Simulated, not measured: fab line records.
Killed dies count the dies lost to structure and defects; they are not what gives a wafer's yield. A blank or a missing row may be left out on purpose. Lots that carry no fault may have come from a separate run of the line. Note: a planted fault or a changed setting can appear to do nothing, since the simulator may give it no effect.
3 desks, one fault | flow n5-finfet | numbers are kept per desk, each desk with only its own; the story behind them comes last

== AT THE TOOL OWNER'S DESK: rie-diel-03 ==
The tool's own readings at N5_BEOL_M2_ETCH_77 (etches underlayer in N2/H2, target depth 6.5 nm, time 5.2 s): means of the sampled wafers that have a number, for each lot that ran on this tool. A lot is out of limits, marked OUT, if its mean lies more than 4 standard deviations from the usual mean; the brackets give that distance.
Columns: A = bias-w at N5_BEOL_M2_ETCH_77, usual 150.0 W; B = drypump-motor-current-A at N5_BEOL_M2_ETCH_77, usual 5.6 A; C = etch-rf-on-time-s at N5_BEOL_M2_ETCH_77, usual 5.20 s; D = oes-product-au at N5_BEOL_M2_ETCH_77, usual 0.69 a.u.; E = rf-vpp-V at N5_BEOL_M2_ETCH_77, usual 525.0 V; F = showerhead-plenum-p-Torr at N5_BEOL_M2_ETCH_77, usual 2.57 Torr; G = throttle-valve-pct at N5_BEOL_M2_ETCH_77, usual 17.79 %
lot  | first seen here | A     | B   | C    | D    | E     | F    | G
L123 | day 9 11:56     | 150.1 | 5.0 | 5.02 | 0.72 | 525.9 | 2.56 | 17.72
L130 | day 11 00:53    | 149.3 | 5.0 | 4.47 | 0.79 | 526.5 | 2.62 | 17.62
L131 | day 11 04:19    | 150.1 | 4.9 | 4.50 | 0.82 | 529.6 | 2.70 | 17.66
This desk's finding: nothing out of limits on any of the 3 lots.

== THE DEFECT DESK ==
Per lot, the means of the sampled wafers with a number show what the inspections along the route counted. A lot is out of limits, marked OUT, if its mean lies more than 4 standard deviations from the usual mean; the brackets give that distance.
Columns: A = raw-defect-count at N5_BEOL_M2_INSPECT_30, usual 449
lot  | first seen here | A
L115 | day 6 21:22     | 446
L123 | day 9 11:52     | 307
L130 | day 11 00:49    | 558
L131 | day 11 04:14    | 478
L133 | day 12 01:08    | 384
L135 | day 12 08:36    | 623
This desk's finding: nothing out of limits on any of the 6 lots.

== METROLOGY DESK ==
What the gauges read, lot by lot, whatever tool the lot ran on: means of the sampled wafers that have a number. A lot is out of limits, marked OUT, if its mean lies more than 4 standard deviations from the usual mean; the brackets give that distance. 7 of its 12 readings are shown, namely those furthest out on some lot.
Columns: A = DIBL_P at N5_BEOL_M4_RC_MEAS_101, usual 36.3 mV/V; B = IOFF_N at N5_BEOL_M4_RC_MEAS_101, usual 0.17 nA/um; C = IOFF_P at N5_BEOL_M4_RC_MEAS_101, usual 0.23 nA/um; D = ION_N at N5_BEOL_M4_RC_MEAS_101, usual 674 uA/um; E = ION_P at N5_BEOL_M4_RC_MEAS_101, usual 464 uA/um; F = SS_N at N5_BEOL_M4_RC_MEAS_101, usual 71.7 mV/dec; G = VT_P at N5_BEOL_M4_RC_MEAS_101, usual -249 mV
lot  | first seen here | A    | B    | C    | D   | E   | F    | G
L115 | day 6 21:17     | 33.5 | 0.12 | 0.17 | 653 | 450 | 71.5 | -254
L123 | day 9 11:47     | 36.7 | 0.19 | 0.27 | 684 | 471 | 72.7 | -245
L130 | day 11 00:44    | 36.4 | 0.30 | 0.23 | 668 | 458 | 74.3 | -246
L131 | day 11 04:09    | 36.5 | 0.17 | 0.21 | 674 | 456 | 71.8 | -252
L133 | day 12 01:02    | 37.6 | 0.19 | 0.25 | 682 | 471 | 71.9 | -246
L135 | day 12 08:31    | 36.3 | 0.18 | 0.24 | 681 | 467 | 71.9 | -248
This desk's finding: nothing out of limits on any of the 6 lots.

== BROUGHT TOGETHER ==
The desk of the tool owner found nothing out of limits.
Nothing the defect desk looked at was out of limits.
Nothing out of limits was seen by the metrology desk.

== WHAT WAS PUT IN BY THE SIMULATOR ==
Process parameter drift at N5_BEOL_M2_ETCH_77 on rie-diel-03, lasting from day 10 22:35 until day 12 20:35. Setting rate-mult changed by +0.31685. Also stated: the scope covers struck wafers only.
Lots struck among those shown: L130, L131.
